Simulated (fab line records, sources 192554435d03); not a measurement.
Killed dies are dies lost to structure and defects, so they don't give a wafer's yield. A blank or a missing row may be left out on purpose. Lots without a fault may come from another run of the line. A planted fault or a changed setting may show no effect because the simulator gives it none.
Chamber matching | flow n5_finfet | N5_GATE_CUT_SAC_CAP_01 on ald_sin-04: 4 sister chambers
The step material SiNx, target thk 24 nm, pulse time 1 s, ald cycles 480. 8 wafers are shown with their chamber, then 10 later ones without.

WAFERS WITH THEIR CHAMBER
wafer  | chamber | heater_power_w (W) | precursor_pulse_height_rel
L079.6 | 3       | 795                | 0.970
L080.3 | 2       | 1012               | 0.978
L086.4 | 0       | 918                | 1.004
L086.5 | 3       | 805                | 0.964
L087.5 | 1       | 822                | 1.036
L087.6 | 2       | 978                | 0.999
L091.3 | 0       | 905                | 0.992
L091.5 | 1       | 858                | 1.007

WAFERS WITHOUT THEIR CHAMBER
wafer  | heater_power_w (W) | precursor_pulse_height_rel
L091.6 | 904                | 0.983
L092.2 | 833                | 1.001
L092.5 | 811                | 0.974
L092.6 | 898                | 0.972
L095.2 | 986                | 0.976
L095.3 | 848                | 1.016
L095.5 | 837                | 1.009
L096.1 | 849                | 0.998
L096.3 | 982                | 0.994
L096.5 | 809                | 1.011

WHICH CHAMBER EACH WENT THROUGH
wafer  | from the rows above          | in truth
L091.6 | 0                            | 0
L092.2 | can't be placed: 1 or 3      | 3
L092.5 | 3                            | 3
L092.6 | 0                            | 0
L095.2 | 2                            | 2
L095.3 | 1                            | 1
L095.5 | 1                            | 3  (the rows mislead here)
L096.1 | can't be placed: 1 or 0 or 3 | 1
L096.3 | 2                            | 2
L096.5 | can't be placed: 1 or 3      | 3
Placed correctly: 6 of 10. Can't be placed from these rows: 3 (the true chamber is among the candidates in 3). Placed wrongly: 1.
How it was worked out, from the rows above alone: a wafer's distance from a chamber is the root of the sum, over the readings, of the square of ((its reading less the chamber's mean) divided by the reading's scatter). The wafer belongs to the nearest chamber; if the next one is less than 2 further off, it can't be placed. A chamber's mean is the mean of its shown wafers. The scatter: the root of (the sum of the squares of (reading less its chamber's mean) over the shown wafers, divided by (wafers less chambers)).
